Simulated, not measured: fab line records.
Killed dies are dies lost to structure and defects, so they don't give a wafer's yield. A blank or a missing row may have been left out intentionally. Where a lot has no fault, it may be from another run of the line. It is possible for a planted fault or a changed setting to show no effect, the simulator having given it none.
Split-lot experiment    flow n5-finfet    7 lots, 21 wafers read, on a route of 1938 steps

== ON THE SPLIT ==
At N5_BEOL_M13_TRENCH_ETCH_34 (etches SiOC in C4F8/O2/Ar, target depth 413.47 nm, time 162.6 s), the setting time-s was moved away from the recipe's 162.6 s on 10 of the 21 wafers read, by -21.3% to +21.3%. All remaining wafers had this setting at the recipe value.

== FROM THE SPLIT TO THE READING: what the file shows between them, 1 step ==
- N5_BEOL_M13_STRIP_70: strips in C4F8/O2/Ar

== THE READING ==
trench-depth-nm, in nm, at N5_BEOL_M13_OCD_MEAS_35. On this fab line, fault-free wafers typically give 417 nm with a standard deviation of 7.5 nm.

wafer   tool, chamber at the split  time-s as run, s  against the recipe  trench-depth-nm, nm  against lot-mates on the recipe
L077.2  rie-diel-03, 3              176.5             +8.5%               457                  +34
L077.4  rie-diel-03, 1              162.6             recipe              417                  -
L077.6  rie-diel-03, 2              162.6             recipe              429                  -
L084.2  rie-diel-06, 1              137               -15.7%              339                  -83
L084.3  rie-diel-06, 3              137               -15.7%              347                  -75
L084.5  rie-diel-06, 2              162.6             recipe              422                  -
L089.1  rie-diel-03, 3              162.6             recipe              424                  -
L089.4  rie-diel-03, 1              185.1             +13.8%              474                  +50
L089.6  rie-diel-03, 2              185.1             +13.8%              485                  +61
L093.1  rie-diel-03, 1              197.3             +21.3%              503                  +85
L093.3  rie-diel-03, 3              162.6             recipe              418                  -
L093.6  rie-diel-03, 3              197.3             +21.3%              506                  +88
L090.4  rie-diel-03, 2              162.6             recipe              428                  -
L090.5  rie-diel-03, 1              162.6             recipe              421                  -
L090.6  rie-diel-03, 0              153.1             -5.8%               401                  -24
L092.1  rie-diel-01, 0              162.6             recipe              418                  -
L092.3  rie-diel-01, 1              162.6             recipe              408                  -
L092.4  rie-diel-01, 2              162.6             recipe              414                  -
L096.2  rie-diel-06, 0              127.9             -21.3%              321                  -97
L096.3  rie-diel-06, 2              127.9             -21.3%              332                  -86
L096.6  rie-diel-06, 1              162.6             recipe              418                  -

FIT RESULTS
A straight line over all 21 wafers: trench-depth-nm changes by +4.31 nm for each +1% of time-s; r = +0.99; the points scatter about the line by 6.5 nm.
The same after taking each lot's own level away (the mean of its wafers on the recipe; 21 wafers): +4.29 nm for each +1%; r = +0.99; scatter 5.5 nm.
According to that fit, moving time-s by its largest amount changes the reading by 92 nm.
The lots' own levels span 413.3 to 424.5 nm, that is 1.5 times the standard deviation above.
Hence the lot-to-lot level has little effect on the slope; both slopes agree.
Check: for one of the wafers moved furthest among these (+21.3%), held out of the fit, the line's prediction against its lot-mates is +90.8 nm. Against them it came out at +85 nm.

== ADDITIONAL SPLITS CARRIED BY THESE WAFERS ==
Before the reading, these wafers also passed through other splits. Each is held against what the fit with the lots' levels taken away leaves over:
other split on the same wafers  wafers away from the commonest value  r with trench-depth-nm (lot level and that fit taken away)
N5_BEOL_M10_COAT_05 spin-rpm    3                                     -0.16
N5_BEOL_M11_ETCH_62 time-s      7                                     +0.23
N5_BEOL_M11_EXPOSE_25 dose-mj   8                                     +0.15
N5_BEOL_M12_COAT_04 spin-rpm    5                                     +0.17
N5_BEOL_M12_EXPOSE_07 dose-mj   9                                     +0.12

== THE WHOLE CHAIN: every reading that the file lists as answering this split, in the file's order ==
step                        what it does                                                     reading                                                         change (the file's fit)               r (the file's)
N5_BEOL_M13_TRENCH_ETCH_34  etches SiOC in C4F8/O2/Ar, target depth 413.47 nm, time 162.6 s  etch.depth-nm (the simulator's own value, which no gauge read)  +4.3 nm for each +1% of the setting   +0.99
N5_BEOL_M13_OCD_MEAS_35                                                                      trench-depth-nm                                                 +4.29 nm for each +1% of the setting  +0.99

== THE FILE'S OWN FIT ==
trench-depth-nm changes by +4.29 nm for each +1% of time-s, r = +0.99.
